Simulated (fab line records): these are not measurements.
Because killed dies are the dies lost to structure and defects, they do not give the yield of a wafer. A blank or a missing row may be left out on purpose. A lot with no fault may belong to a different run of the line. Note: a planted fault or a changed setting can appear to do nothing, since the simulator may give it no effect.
Comparing a struck lot with a sound one || flow nandHarc || 13 steps out of a route of 1302
Sound: these wafers, L902.2, L902.3, L902.4. The struck wafers were L906.2, L906.3, L906.6. Last of all comes the cause.
For every step that has rows: the tool of each side, followed by ch and its chambers, followed by its first start. Under that, the readings that differ: sound wafers || struck wafers || difference of the means || sigmas: that difference in standard deviations of wafers without a fault.
alike: readings whose means differ by less than 2 such deviations, and words and numbers that are the same on both sides. not compared: withheld readings, readings that some wafer has no value for, bounds like >300 that may hide the same value, and numbers for which the record gives no deviation and whose values overlap.
Wherever a step has rows on one side only, a row that says differs or no value, or a row with sigmas, the two part there. Numbers that don't overlap but have no deviation are shown without sigmas and don't part them. A reading missing from all wafers of one side parts the sides only when that side holds two or more wafers.

NHARC_P_M1_INSPECT_27:
  struck on defectInspect-02, day 13 06:44; sound on defectInspect-02, day 11 05:34
  alike: rawDefectCount
NHARC_P_M1_PRE_CLEAN_32: time 12 s.
  sound on pecvd-02 ch 0,1, day 11 05:37; struck on pecvd-02 ch 0,2, day 13 06:48
  alike: heaterPowerW
NHARC_P_M1_DEP_33: deposits SiCN, target thk 30 nm.
  sound on pecvd-02 ch 0,1, day 11 05:42; struck on pecvd-02 ch 0,2, day 13 06:53
  alike: heaterPowerW
then, 8 steps without rows for these wafers: NHARC_P_M2_DEP_00 (deposits SiOC, target thk 182.5 nm); NHARC_P_M2_DEHYDRATE_01 (time 120 s); NHARC_P_M2_HMDS_02 (time 30 s); NHARC_P_M2_COAT_34 (time 65 s); NHARC_P_M2_COAT_03 (resist thk 90 nm); NHARC_P_M2_SOFTBAKE_04 (time 55 s); NHARC_P_M2_EBR_05; NHARC_P_M2_EXPOSE_06 (exposes mask P M2, target cd 170 nm).
NHARC_P_M2_PEB_07: peb time 65 s.
  sound on lithoTrack-06 ch 0, day 11 06:52; struck on lithoTrack-01, day 13 07:53
  no value came back on the struck wafers for chillPlateTempC (C), exhaustPa (Pa); on the sound wafers chillPlateTempC (C) reads 23.13 23.01 22.99
then, 1 step without rows for these wafers: NHARC_P_M2_DEVELOP_08 (develop time 35 s).

## WHERE THEY PART
Only at NHARC_P_M2_PEB_07, within this record.

WHY: the cause the simulator had injected
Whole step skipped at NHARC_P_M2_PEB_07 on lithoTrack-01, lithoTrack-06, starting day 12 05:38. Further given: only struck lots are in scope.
